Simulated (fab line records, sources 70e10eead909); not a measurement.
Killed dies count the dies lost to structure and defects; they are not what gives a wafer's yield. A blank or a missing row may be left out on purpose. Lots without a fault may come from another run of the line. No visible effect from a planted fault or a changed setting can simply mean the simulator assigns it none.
A single fault, viewed from 2 desks || flow nand harc || each desk holds nothing but its own numbers, with what lay behind them at the end

== DESK OF THE TOOL OWNER: furnace-08 ==
The tool's own readings at NHARC_P_STI_OXIDE_33 (material SiO2, target thk 10 nm, ox time 281 s): means of the sampled wafers that have a number, for each lot that ran on this tool. If a lot's mean is further than 4 standard deviations from the usual mean, the lot is out of limits and carries the mark OUT (the distance appears in the brackets).
Columns: A = zone power top pct at NHARC_P_STI_OXIDE_33, usual 38.7 %
{"lot": "L721", "first seen here": "day 3 10:52", "A": 39.1}
{"lot": "L722", "first seen here": "day 3 10:52", "A": 39.1}
{"lot": "L723", "first seen here": "day 3 16:50", "A": 38.8}
{"lot": "L726", "first seen here": "day 4 10:02", "A": 39.2}
{"lot": "L729", "first seen here": "day 5 09:44", "A": 39.0}
{"lot": "L735", "first seen here": "day 6 18:10", "A": 39.2}
{"lot": "L736", "first seen here": "day 6 18:10", "A": 38.8}
Finding of this desk: none of the 7 lots has anything out of limits.

== THE METROLOGY DESK ==
Lot by lot, what the gauges showed, no matter which tool ran the lot: averages of those sampled wafers that carry a number. If a lot's mean is further than 4 standard deviations from the usual mean, the lot is out of limits and carries the mark OUT (the distance appears in the brackets).
Columns: A = cd nm at NHARC_A_BONDPAD_CD_MEAS_09, usual 501.1 nm
{"lot": "L719", "first seen here": "day 18 02:08", "A": 501.5}
{"lot": "L720", "first seen here": "day 18 03:10", "A": 498.7}
{"lot": "L721", "first seen here": "day 18 11:02", "A": 501.2}
{"lot": "L722", "first seen here": "day 18 11:16", "A": 501.1}
{"lot": "L723", "first seen here": "day 18 11:29", "A": 499.2}
{"lot": "L725", "first seen here": "day 19 03:50", "A": 502.4}
{"lot": "L726", "first seen here": "day 19 16:30", "A": 499.7}
{"lot": "L727", "first seen here": "day 19 18:40", "A": 500.4}
{"lot": "L729", "first seen here": "day 20 07:53", "A": 501.9}
{"lot": "L728", "first seen here": "day 20 13:50", "A": 500.7}
{"lot": "L735", "first seen here": "day 21 15:44", "A": 499.9}
{"lot": "L736", "first seen here": "day 22 07:13", "A": 500.9}
{"lot": "L742", "first seen here": "day 24 17:29", "A": 500.6}
Finding of this desk: none of the 13 lots has anything out of limits.

== TAKEN TOGETHER ==
The tool owner's desk saw nothing out of limits.
Nothing out of limits was seen by the metrology desk.

== WHAT THE SIMULATOR HAD INSERTED ==
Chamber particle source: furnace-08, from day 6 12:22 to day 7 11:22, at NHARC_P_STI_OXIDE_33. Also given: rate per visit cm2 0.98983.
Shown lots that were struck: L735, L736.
